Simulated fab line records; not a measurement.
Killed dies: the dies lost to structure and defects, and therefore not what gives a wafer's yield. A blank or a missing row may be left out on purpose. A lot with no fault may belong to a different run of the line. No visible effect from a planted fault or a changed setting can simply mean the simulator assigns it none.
Which tool did it? / flow nand harc / 33 wafers from 11 lots sampled at 2 of the route's 1302 steps

== WHAT THE GAUGES SHOWED, per wafer ==
NHARC_P_ZERO_WELL_CD_MEAS_52 targets a cd of 2000 nm.
lot=L123; measured=day 2 21:31; on=cd sem-02; cd nm (nm)=1998.5 1999.3 1997.8
lot=L124; measured=day 3 07:41; on=cd sem-02; cd nm (nm)=1999.3 1997.4 1997.8
lot=L129; measured=day 5 09:38; on=cd sem-01; cd nm (nm)=1997.5 1999.1 2000.8
lot=L130; measured=day 5 19:37; on=cd sem-03; cd nm (nm)=1996.7 1997.2 1995.4
lot=L131; measured=day 6 05:29; on=cd sem-03; cd nm (nm)=1997.7 1999.2 1997.3
lot=L133; measured=day 7 01:45; on=cd sem-01; cd nm (nm)=1997.4 1998.0 1997.9
lot=L135; measured=day 7 21:38; on=cd sem-02; cd nm (nm)=1929.1 1926.5 1929.9
lot=L140; measured=day 9 23:57; on=cd sem-01; cd nm (nm)=1997.7 1999.5 2000.8
lot=L142; measured=day 10 19:39; on=cd sem-01; cd nm (nm)=1996.9 1997.6 1998.0
lot=L143; measured=day 11 05:49; on=cd sem-02; cd nm (nm)=2000.3 1999.0 1996.9
lot=L144; measured=day 11 15:49; on=cd sem-03; cd nm (nm)=1997.3 2000.1 1998.8

== EACH LOT AND THE TOOL THAT RAN IT (in order: tool; ch and the chambers of the sampled wafers; start) ==
lot=L123; NHARC_P_ZERO_WELL_EXPOSE_49=krf scanner-03 ch 0, day 2 21:22
lot=L124; NHARC_P_ZERO_WELL_EXPOSE_49=krf scanner-02 ch 0, day 3 07:32
lot=L129; NHARC_P_ZERO_WELL_EXPOSE_49=krf scanner-04 ch 0, day 5 09:29
lot=L130; NHARC_P_ZERO_WELL_EXPOSE_49=krf scanner-04 ch 0, day 5 19:28
lot=L131; NHARC_P_ZERO_WELL_EXPOSE_49=krf scanner-02 ch 0, day 6 05:20
lot=L133; NHARC_P_ZERO_WELL_EXPOSE_49=krf scanner-02 ch 0, day 7 01:35
lot=L135; NHARC_P_ZERO_WELL_EXPOSE_49=krf scanner-04 ch 0, day 7 21:29
lot=L140; NHARC_P_ZERO_WELL_EXPOSE_49=krf scanner-03 ch 0, day 9 23:48
lot=L142; NHARC_P_ZERO_WELL_EXPOSE_49=krf scanner-02 ch 0, day 10 19:30
lot=L143; NHARC_P_ZERO_WELL_EXPOSE_49=krf scanner-03 ch 0, day 11 05:40
lot=L144; NHARC_P_ZERO_WELL_EXPOSE_49=krf scanner-04 ch 0, day 11 15:40
- NHARC_P_ZERO_WELL_EXPOSE_49: exposes mask P HVPW, target cd 2000 nm.

== WHAT THE TOOLS THEMSELVES READ (means of the sampled wafers that have a number; where no wafer has one, the mark that the record gives instead) ==
NHARC_P_ZERO_WELL_EXPOSE_49.
lot=L123; tool=krf scanner-03; stage vel mm s (mm/s)=500.22
lot=L124; tool=krf scanner-02; stage vel mm s (mm/s)=499.72
lot=L129; tool=krf scanner-04; stage vel mm s (mm/s)=499.72
lot=L130; tool=krf scanner-04; stage vel mm s (mm/s)=500.08
lot=L131; tool=krf scanner-02; stage vel mm s (mm/s)=499.82
lot=L133; tool=krf scanner-02; stage vel mm s (mm/s)=500.35
lot=L135; tool=krf scanner-04; stage vel mm s (mm/s)=499.67
lot=L140; tool=krf scanner-03; stage vel mm s (mm/s)=500.27
lot=L142; tool=krf scanner-02; stage vel mm s (mm/s)=500.04
lot=L143; tool=krf scanner-03; stage vel mm s (mm/s)=499.74
lot=L144; tool=krf scanner-04; stage vel mm s (mm/s)=499.78

== THE ANSWER, worked out from the rows above alone ==
Rule: what is usual is taken from the lots themselves. Put in order of their means at a reading, lots are off if they are a third of the lots or fewer, leave a main group of 4 or more, and stand apart from it by a gap of 3 or more times the standard deviation of the main group's means; of several such gaps the widest counts. If all means in a main group match to the digits the tables above print for the reading, that group is not used. A lot without any number at a reading at which 4 lots or more have one is off too. Where the step has rows for the other lots, those lots are counted as sound. After the gauges, taken in route order, come the tools' own readings; for these a lot's mean is taken, as printed above. The first step at which some lot is off is used, and at that step the reading that is off furthest; a lot without a number counts as furthest.
Off: L135 (NHARC_P_ZERO_WELL_CD_MEAS_52, cd nm). Mean 1998.2 nm and standard deviation 0.81 in the main group.
If a tool, at a process step before that reading, ran all the lots that are off and no sound lot after the first of them, it fits. Gauges at NHARC_P_ZERO_WELL_CD_MEAS_52: tried the same way as those tools. None of those tried fits.

== WHAT WAS PUT IN BY THE SIMULATOR ==
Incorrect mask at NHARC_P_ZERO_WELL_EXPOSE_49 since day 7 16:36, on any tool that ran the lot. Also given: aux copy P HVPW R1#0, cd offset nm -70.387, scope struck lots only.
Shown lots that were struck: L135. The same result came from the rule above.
